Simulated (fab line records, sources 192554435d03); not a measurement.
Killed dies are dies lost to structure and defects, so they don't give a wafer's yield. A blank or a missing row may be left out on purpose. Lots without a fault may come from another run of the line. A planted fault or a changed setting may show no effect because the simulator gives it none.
Chamber matching | flow n5_finfet | N5_BEOL_M15_DESCUM_33 on rie_diel-06: 4 sister chambers
The step chemistry O2, time 7.9 s. 4 wafers are shown with their chamber, then 9 later ones without.

WAFERS WITH THEIR CHAMBER
wafer  | chamber | showerhead_plenum_p_Torr (Torr)
L077.4 | 3       | 2.17
L082.1 | 0       | 2.08
L085.4 | 2       | 2.17
L085.6 | 1       | 2.19

WAFERS WITHOUT THEIR CHAMBER
wafer  | showerhead_plenum_p_Torr (Torr)
L090.1 | 2.08
L090.4 | 2.08
L090.6 | 2.17
L092.1 | 2.17
L092.2 | 2.19
L092.4 | 2.17
L094.4 | 2.19
L094.5 | 2.07
L094.6 | 2.18

WHICH CHAMBER EACH WENT THROUGH
wafer  | from the rows above          | in truth
L090.1 | 0                            | 0
L090.4 | 0                            | 0
L090.6 | can't be placed: 2 or 3      | 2
L092.1 | can't be placed: 2 or 3      | 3
L092.2 | 1                            | 1
L092.4 | can't be placed: 2 or 3      | 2
L094.4 | 1                            | 1
L094.5 | 0                            | 0
L094.6 | can't be placed: 1 or 2 or 3 | 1
Placed correctly: 5 of 9. Can't be placed from these rows: 4 (the true chamber is among the candidates in 4). Placed wrongly: 0.
How it was worked out, from the rows above alone: a wafer's distance from a chamber is the root of the sum, over the readings, of the square of ((its reading less the chamber's mean) divided by the reading's scatter). The wafer belongs to the nearest chamber; if the next one is less than 2 further off, it can't be placed. A chamber's mean is the mean of its shown wafers. The scatter: with one shown wafer a chamber, the root of the mean of the squares of how far each hidden wafer lies from its nearest shown one.
